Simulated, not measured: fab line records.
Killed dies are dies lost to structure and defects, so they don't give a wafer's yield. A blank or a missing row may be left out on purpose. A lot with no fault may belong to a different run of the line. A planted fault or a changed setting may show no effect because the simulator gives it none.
Chamber matching / flow n5-finfet / N5_BEOL_M6_ALD_77 on ald-metal-02 has 4 sister chambers
The step deposits TaN, target thk 2 nm, pulse time 2 s, purge time 3 s. 4 wafers are shown with their chamber, then 8 later ones without.

## WAFERS WITH THEIR CHAMBER
wafer=L079.4; chamber=3; heater-power-w (W)=463
wafer=L090.3; chamber=2; heater-power-w (W)=474
wafer=L095.5; chamber=0; heater-power-w (W)=352
wafer=L097.3; chamber=1; heater-power-w (W)=473

## WAFERS WITH NO CHAMBER GIVEN
wafer=L097.4; heater-power-w (W)=459
wafer=L097.5; heater-power-w (W)=480
wafer=L094.1; heater-power-w (W)=476
wafer=L094.5; heater-power-w (W)=484
wafer=L094.6; heater-power-w (W)=346
wafer=L096.3; heater-power-w (W)=478
wafer=L096.4; heater-power-w (W)=354
wafer=L096.6; heater-power-w (W)=340

## WHICH CHAMBER EACH WENT THROUGH
wafer=L097.4; from the rows above=can't be placed: 3 or 1 or 2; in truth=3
wafer=L097.5; from the rows above=can't be placed: 2 or 1 or 3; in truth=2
wafer=L094.1; from the rows above=can't be placed: 2 or 1 or 3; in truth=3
wafer=L094.5; from the rows above=can't be placed: 2 or 1 or 3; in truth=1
wafer=L094.6; from the rows above=0; in truth=0
wafer=L096.3; from the rows above=can't be placed: 2 or 1 or 3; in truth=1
wafer=L096.4; from the rows above=0; in truth=0
wafer=L096.6; from the rows above=0; in truth=0
Correct placement for 3 of the 8. Not placeable from these rows: 5 (in 5, the candidates include the true chamber). 0 placed wrongly.
How it was worked out, from the rows above alone: a wafer's distance from a chamber is the root of the sum, over the readings, of the square of ((its reading less the chamber's mean) divided by the reading's scatter). If the next closest chamber is less than 2 further off than the closest, the wafer can't be placed; otherwise it belongs to the closest. For every chamber, the mean is computed from those of its wafers that are shown. The scatter (one wafer shown for each chamber): square how far every hidden wafer sits from the nearest shown wafer, average those squares and take the square root.
